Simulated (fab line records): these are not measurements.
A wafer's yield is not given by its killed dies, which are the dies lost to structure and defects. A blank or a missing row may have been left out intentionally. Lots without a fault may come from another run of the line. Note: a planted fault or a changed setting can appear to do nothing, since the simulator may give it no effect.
Which tool did it?	flow n5_finfet	66 wafers from 22 lots sampled at 6 of the route's 1938 steps

WHAT THE GAUGES READ, wafer by wafer
The record holds no reading of a measuring or inspecting step that can be judged against a usual standard deviation.

TOOL THAT RAN EACH LOT (tool first, then ch and the chambers of the sampled wafers, then the start)
lot	N5_HKMG_FIN_ETCHBACK_68	N5_GATE_CUT_ETCH_56	N5_GATE_CUT_PECVD_57	N5_GATE_CUT_HM_DEP_46	N5_GATE_CUT_ETCH_36	N5_GATE_CUT_ETCH_19
L074	rie_metal-03 ch 0, day 4 10:16	rie_metal-03 ch 0,1, day 4 12:11	pecvd-01 ch 1,2, day 4 15:05	pecvd-02 ch 1,2, day 4 15:31	rie_diel-03 ch 0,1,2, day 4 16:09	rie_diel-03 ch 0,1,2, day 4 16:23
L075	rie_metal-01 ch 1, day 4 10:24	rie_metal-02 ch 1, day 4 12:19	pecvd-02 ch 1,2, day 4 15:06	pecvd-01 ch 1,2, day 4 15:30	rie_diel-01 ch 0,1,2, day 4 16:19	rie_diel-01 ch 0,1,2, day 4 16:33
L076	rie_metal-03 ch 0, day 4 18:23	rie_metal-01 ch 0,1, day 4 20:19	pecvd-01 ch 1,2, day 4 23:01	pecvd-01 ch 2, day 4 23:27	rie_diel-05 ch 1,2,3, day 5 00:12	rie_diel-05 ch 1,2,3, day 5 00:26
L077	rie_metal-01 ch 0,1, day 5 05:05	rie_metal-01 ch 0,1, day 5 07:01	pecvd-01 ch 1,2, day 5 09:41	pecvd-03 ch 0,1, day 5 10:06	rie_diel-03 ch 0,1, day 5 10:37	rie_diel-03 ch 0,1, day 5 10:50
L078	rie_metal-03 ch 0,1, day 5 10:55	rie_metal-03 ch 1, day 5 12:51	pecvd-01 ch 0,1,2, day 5 15:37	pecvd-02 ch 0,2, day 5 16:01	rie_diel-05 ch 1,3, day 5 16:33	rie_diel-05 ch 1,3, day 5 16:54
L079	rie_metal-03 ch 0,1, day 5 15:11	rie_metal-01 ch 0,1, day 5 17:06	pecvd-03 ch 0,1, day 5 19:47	pecvd-02 ch 0,1, day 5 20:11	rie_diel-03 ch 0,2,3, day 5 21:01	rie_diel-03 ch 0,2,3, day 5 21:14
L081	rie_metal-01 ch 0,1, day 6 00:05	rie_metal-01 ch 0,1, day 6 02:03	pecvd-01 ch 0,1,2, day 6 04:46	pecvd-02 ch 0,1,2, day 6 05:10	rie_diel-03 ch 0,1, day 6 05:47	rie_diel-03 ch 0,1, day 6 06:01
L082	rie_metal-03 ch 0, day 6 05:10	rie_metal-02 ch 1, day 6 07:05	pecvd-02 ch 0,1, day 6 09:56	pecvd-03 ch 1,2, day 6 10:20	rie_diel-03 ch 0,1,2, day 6 11:07	rie_diel-03 ch 0,1,2, day 6 11:20
L083	rie_metal-02 ch 0,1, day 6 11:31	rie_metal-03 ch 0,1, day 6 13:26	pecvd-02 ch 0,1, day 6 16:13	pecvd-03 ch 0,2, day 6 16:37	rie_diel-01 ch 0,2,3, day 6 17:08	rie_diel-01 ch 0,2,3, day 6 17:22
L084	rie_metal-02 ch 0,1, day 6 18:55	rie_metal-02 ch 0,1, day 6 20:50	pecvd-02 ch 0,1,2, day 7 00:10	pecvd-03 ch 0,1,2, day 7 00:34	rie_diel-05 ch 0,1,3, day 7 01:05	rie_diel-05 ch 0,1,3, day 7 01:19
L085	rie_metal-01 ch 0,1, day 7 01:44	rie_metal-03 ch 0,1, day 7 03:40	pecvd-03 ch 0,2, day 7 08:31	pecvd-02 ch 1,2, day 7 08:57	rie_diel-03 ch 0,1,3, day 7 09:29	rie_diel-03 ch 0,1,3, day 7 09:43
L086	rie_metal-03 ch 0,1, day 7 08:19	rie_metal-03 ch 0,1, day 7 10:16	pecvd-03 ch 0,1, day 7 14:20	pecvd-01 ch 1,2, day 7 14:47	rie_diel-01 ch 2,3, day 7 15:32	rie_diel-01 ch 2,3, day 7 15:46
L087	rie_metal-01 ch 0,1, day 7 14:10	rie_metal-02 ch 0,1, day 7 16:06	pecvd-02 ch 0,2, day 7 19:40	pecvd-01 ch 0,1,2, day 7 20:05	rie_diel-01 ch 0,1,3, day 7 20:35	rie_diel-01 ch 0,1,3, day 7 20:49
L088	rie_metal-02 ch 0,1, day 7 19:52	rie_metal-01 ch 0,1, day 7 21:47	pecvd-02 ch 1,2, day 8 00:28	pecvd-01 ch 0,1, day 8 00:53	rie_diel-05 ch 1,2,3, day 8 01:31	rie_diel-05 ch 1,2,3, day 8 01:45
L089	rie_metal-02 ch 0,1, day 8 01:28	rie_metal-01 ch 0,1, day 8 03:23	pecvd-03 ch 1,2, day 8 06:04	pecvd-03 ch 1,2, day 8 06:31	rie_diel-01 ch 1,2,3, day 8 07:02	rie_diel-01 ch 1,2,3, day 8 07:16
L090	rie_metal-01 ch 0,1, day 8 06:19	rie_metal-01 ch 0,1, day 8 08:14	pecvd-03 ch 0,1, day 8 10:58	pecvd-03 ch 0,1, day 8 11:23	rie_diel-01 ch 0,1, day 8 12:08	rie_diel-01 ch 0,1, day 8 12:22
L091	rie_metal-02 ch 0, day 8 16:02	rie_metal-03 ch 0,1, day 8 18:03	pecvd-01 ch 0,1, day 8 20:44	pecvd-03 ch 0,1, day 8 21:08	rie_diel-03 ch 1,2,3, day 8 21:47	rie_diel-03 ch 1,2,3, day 8 22:01
L092	rie_metal-03 ch 0,1, day 8 23:18	rie_metal-03 ch 0,1, day 9 01:20	pecvd-01 ch 0,2, day 9 04:10	pecvd-03 ch 0,1, day 9 04:35	rie_diel-01 ch 0,2, day 9 05:05	rie_diel-01 ch 0,2, day 9 05:19
L093	rie_metal-03 ch 1, day 9 09:40	rie_metal-03 ch 1, day 9 11:49	pecvd-02 ch 0,2, day 9 14:35	pecvd-02 ch 0,2, day 9 14:59	rie_diel-03 ch 0,1, day 9 15:30	rie_diel-03 ch 0,1, day 9 15:44
L095	rie_metal-01 ch 0,1, day 9 16:37	rie_metal-01 ch 0,1, day 9 18:32	pecvd-01 ch 0,2, day 9 21:17	pecvd-01 ch 0,1, day 9 21:52	rie_diel-05 ch 1,2,3, day 9 22:23	rie_diel-05 ch 1,2,3, day 9 22:37
L096	rie_metal-02 ch 0,1, day 9 22:38	rie_metal-02 ch 0,1, day 10 00:41	pecvd-03 ch 0,1,2, day 10 03:28	pecvd-01 ch 0,2, day 10 03:55	rie_diel-05 ch 1,2,3, day 10 04:26	rie_diel-05 ch 1,2,3, day 10 04:40
L097	rie_metal-01 ch 0,1, day 10 00:41	rie_metal-01 ch 0,1, day 10 02:37	pecvd-03 ch 1,2, day 10 05:23	pecvd-02 ch 0,2, day 10 05:48	rie_diel-03 ch 0,2,3, day 10 06:19	rie_diel-03 ch 0,2,3, day 10 06:32
- N5_HKMG_FIN_ETCHBACK_68: etches the open film in Cl2/Ar, stops on HfO2, target depth 0.5 nm.
- N5_GATE_CUT_ETCH_56: etches TiN in Cl2/Ar, target depth 21.6 nm.
- N5_GATE_CUT_PECVD_57: deposits SiNx from SiH4/NH3/N2, target thk 21 nm.
- N5_GATE_CUT_HM_DEP_46: deposits SiO2 from TEOS/O2, target thk 130 nm, time 26.6 s.
- N5_GATE_CUT_ETCH_36: etches SiARC in CF4, target depth 13 nm, time 21.7 s.
- N5_GATE_CUT_ETCH_19: etches SiNx in CH3F/O2, target depth 53.7 nm, time 76.7 s.

AS READ BY THE TOOLS THEMSELVES (means over the sampled wafers that have a number; for cases with no such wafer, the mark the record gives instead)
N5_HKMG_FIN_ETCHBACK_68.
lot	tool	drypump_motor_current_A (A)	mfc_cl2_sccm (sccm)	oes_product_au (a.u.)	throttle_valve_pct (%)
L074	rie_metal-03	5.78	40.07	0.61	21.40
L075	rie_metal-01	5.73	39.95	0.64	20.84
L076	rie_metal-03	5.78	40.03	0.61	21.40
L077	rie_metal-01	5.95	40.04	0.69	20.86
L078	rie_metal-03	5.99	40.03	0.78	20.90
L079	rie_metal-03	5.90	39.94	0.69	21.16
L081	rie_metal-01	6.19	39.93	0.74	20.88
L082	rie_metal-03	5.76	39.97	0.61	21.43
L083	rie_metal-02	5.90	40.06	0.70	21.00
L084	rie_metal-02	5.90	40.17	0.69	21.02
L085	rie_metal-01	6.19	39.97	0.73	20.88
L086	rie_metal-03	6.00	40.01	0.76	20.92
L087	rie_metal-01	5.96	39.93	0.68	20.88
L088	rie_metal-02	5.91	40.06	0.69	21.01
L089	rie_metal-02	5.92	39.92	0.69	21.02
L090	rie_metal-01	5.95	39.97	0.68	20.88
L091	rie_metal-02	6.09	39.93	0.61	21.31
L092	rie_metal-03	6.03	39.90	0.76	20.92
L093	rie_metal-03	6.13	39.91	0.83	20.67
L095	rie_metal-01	6.18	39.98	0.71	20.91
L096	rie_metal-02	5.93	40.05	0.69	21.03
L097	rie_metal-01	5.95	40.11	0.67	20.89

N5_GATE_CUT_ETCH_56.
lot	tool	drypump_motor_current_A (A)	mfc_cl2_sccm (sccm)	oes_product_au (a.u.)	throttle_valve_pct (%)
L074	rie_metal-03	6.02	40.01	0.80	20.89
L075	rie_metal-02	5.82	40.01	0.75	20.86
L076	rie_metal-01	6.18	39.99	0.75	20.86
L077	rie_metal-01	5.95	39.92	0.71	20.83
L078	rie_metal-03	6.15	40.21	0.88	20.63
L079	rie_metal-01	5.95	40.01	0.69	20.85
L081	rie_metal-01	5.93	40.12	0.69	20.87
L082	rie_metal-02	5.82	39.94	0.74	20.86
L083	rie_metal-03	5.88	40.14	0.70	21.15
L084	rie_metal-02	5.90	39.91	0.70	21.01
L085	rie_metal-03	5.89	39.98	0.70	21.16
L086	rie_metal-03	5.87	40.13	0.69	21.16
L087	rie_metal-02	6.01	39.99	0.65	21.15
L088	rie_metal-01	6.19	40.14	0.73	20.89
L089	rie_metal-01	6.16	39.98	0.73	20.88
L090	rie_metal-01	5.95	39.94	0.68	20.88
L091	rie_metal-03	5.91	40.00	0.69	21.16
L092	rie_metal-03	6.03	40.02	0.77	20.91
L093	rie_metal-03	6.15	40.05	0.85	20.65
L095	rie_metal-01	6.19	39.97	0.72	20.89
L096	rie_metal-02	6.02	39.84	0.65	21.16
L097	rie_metal-01	5.95	40.02	0.67	20.88

N5_GATE_CUT_PECVD_57.
lot	tool	heater_power_w (W)	showerhead_plenum_p_Torr (Torr)	throttle_valve_pct (%)
L074	pecvd-01	800	5.10	38.5
L075	pecvd-02	819	5.13	39.4
L076	pecvd-01	896	5.12	37.5
L077	pecvd-01	867	5.12	37.3
L078	pecvd-01	891	5.13	38.2
L079	pecvd-03	732	5.14	40.4
L081	pecvd-01	885	5.12	38.5
L082	pecvd-02	796	5.14	38.8
L083	pecvd-02	835	5.18	38.9
L084	pecvd-02	861	5.17	39.6
L085	pecvd-03	735	5.18	39.9
L086	pecvd-03	685	5.14	40.4
L087	pecvd-02	905	5.21	40.0
L088	pecvd-02	863	5.17	39.9
L089	pecvd-03	764	5.20	39.4
L090	pecvd-03	755	5.13	40.4
L091	pecvd-01	834	5.11	39.6
L092	pecvd-01	806	5.14	38.5
L093	pecvd-02	833	5.21	39.5
L095	pecvd-01	868	5.13	37.6
L096	pecvd-03	739	5.16	40.1
L097	pecvd-03	784	5.22	39.4

N5_GATE_CUT_HM_DEP_46.
lot	tool	heater_power_w (W)	showerhead_plenum_p_Torr (Torr)	throttle_valve_pct (%)
L074	pecvd-02	658	8.34	18.3
L075	pecvd-01	629	8.32	18.1
L076	pecvd-01	647	8.35	17.0
L077	pecvd-03	517	8.34	18.8
L078	pecvd-02	684	8.39	18.2
L079	pecvd-02	611	8.36	18.2
L081	pecvd-02	674	8.37	18.6
L082	pecvd-03	581	8.37	18.4
L083	pecvd-03	625	8.38	18.6
L084	pecvd-03	565	8.35	18.8
L085	pecvd-02	662	8.34	18.8
L086	pecvd-01	659	8.32	18.0
L087	pecvd-01	613	8.34	18.1
L088	pecvd-01	586	8.34	18.5
L089	pecvd-03	583	8.38	18.4
L090	pecvd-03	513	8.34	19.0
L091	pecvd-03	483	8.34	18.8
L092	pecvd-03	521	8.34	18.8
L093	pecvd-02	690	8.38	18.4
L095	pecvd-01	663	8.33	18.5
L096	pecvd-01	637	8.35	17.5
L097	pecvd-02	702	8.38	19.0

N5_GATE_CUT_ETCH_36.
lot	tool	drypump_motor_current_A (A)	etch_rf_on_time_s (s)	oes_product_au (a.u.)	rf_vpp_V (V)	showerhead_plenum_p_Torr (Torr)	throttle_valve_pct (%)
L074	rie_diel-03	5.9	22.0	0.67	185.0	2.16	15.46
L075	rie_diel-01	5.7	21.5	0.73	184.1	2.14	15.42
L076	rie_diel-05	5.5	21.1	0.73	184.1	2.17	15.62
L077	rie_diel-03	6.2	22.0	0.66	184.6	2.19	15.47
L078	rie_diel-05	5.9	21.5	0.69	184.3	2.16	15.90
L079	rie_diel-03	6.0	21.8	0.71	184.5	2.14	15.40
L081	rie_diel-03	6.2	22.1	0.66	184.1	2.19	15.48
L082	rie_diel-03	5.9	21.8	0.66	183.8	2.15	15.48
L083	rie_diel-01	5.5	21.3	0.67	184.5	2.15	15.51
L084	rie_diel-05	5.8	21.7	0.64	184.2	2.14	15.97
L085	rie_diel-03	6.2	22.0	0.70	183.9	2.16	15.42
L086	rie_diel-01	5.5	21.3	0.68	184.0	2.12	15.44
L087	rie_diel-01	5.5	21.5	0.66	184.6	2.17	15.60
L088	rie_diel-05	5.5	21.3	0.70	184.2	2.16	15.66
L089	rie_diel-01	5.6	21.4	0.68	184.2	2.15	15.51
L090	rie_diel-01	5.7	21.7	0.70	184.0	2.16	15.52
L091	rie_diel-03	6.0	22.0	0.67	184.9	2.18	15.51
L092	rie_diel-01	5.6	21.6	0.67	183.5	2.12	15.49
L093	rie_diel-03	6.1	22.3	0.64	184.1	2.18	15.52
L095	rie_diel-05	5.5	21.4	0.69	184.5	2.16	15.69
L096	rie_diel-05	5.5	21.4	0.69	184.5	2.16	15.69
L097	rie_diel-03	6.0	21.6	0.68	183.8	2.13	15.46

N5_GATE_CUT_ETCH_19.
lot	tool	drypump_motor_current_A (A)	etch_rf_on_time_s (s)	oes_product_au (a.u.)	rf_vpp_V (V)	showerhead_plenum_p_Torr (Torr)	throttle_valve_pct (%)
L074	rie_diel-03	5.9	78.3	0.67	297	2.01	16.18
L075	rie_diel-01	5.7	75.6	0.73	299	2.00	16.15
L076	rie_diel-05	5.5	76.0	0.72	294	2.03	16.35
L077	rie_diel-03	6.2	78.1	0.66	300	2.04	16.20
L078	rie_diel-05	5.9	76.5	0.69	296	2.02	16.63
L079	rie_diel-03	6.0	76.3	0.71	296	1.99	16.14
L081	rie_diel-03	6.1	77.7	0.66	299	2.04	16.22
L082	rie_diel-03	5.9	76.8	0.66	298	2.01	16.21
L083	rie_diel-01	5.5	76.5	0.67	297	2.00	16.24
L084	rie_diel-05	5.8	77.4	0.64	296	2.00	16.69
L085	rie_diel-03	6.2	77.4	0.70	297	2.02	16.16
L086	rie_diel-01	5.5	76.1	0.68	299	1.98	16.15
L087	rie_diel-01	5.5	76.2	0.66	299	2.03	16.35
L088	rie_diel-05	5.5	77.0	0.70	295	2.02	16.39
L089	rie_diel-01	5.5	76.5	0.68	300	2.01	16.23
L090	rie_diel-01	5.7	76.5	0.70	301	2.02	16.29
L091	rie_diel-03	6.0	76.9	0.67	298	2.04	16.25
L092	rie_diel-01	5.6	76.0	0.67	298	1.99	16.25
L093	rie_diel-03	6.1	77.5	0.65	298	2.03	16.25
L095	rie_diel-05	5.5	75.6	0.69	294	2.02	16.42
L096	rie_diel-05	5.5	76.0	0.69	294	2.01	16.43
L097	rie_diel-03	5.9	76.8	0.68	296	1.98	16.20

THE ANSWER, worked out from the rows above alone
Rule: the usual values come from the lots themselves. Put in order of their means at a reading, lots are off if they are a third of the lots or fewer, leave a main group of 4 or more, and stand apart from it by a gap of 3 or more times the standard deviation of the main group's means; of several such gaps the widest counts. If all means in a main group match to the digits the tables above print for the reading, that group is not used. A lot without any number at a reading at which 4 lots or more have one is off too. Where the step has rows for the other lots, those lots are counted as sound. Order of review: gauges by route order, followed by the tools' own readings, for which a lot's mean as printed above is used. At the first step where some lot is off, the reading lying furthest off is the one used; lots without a number count as furthest.
No lot is off at any reading shown: from this, nothing can be told.

WHAT WAS PUT IN BY THE SIMULATOR
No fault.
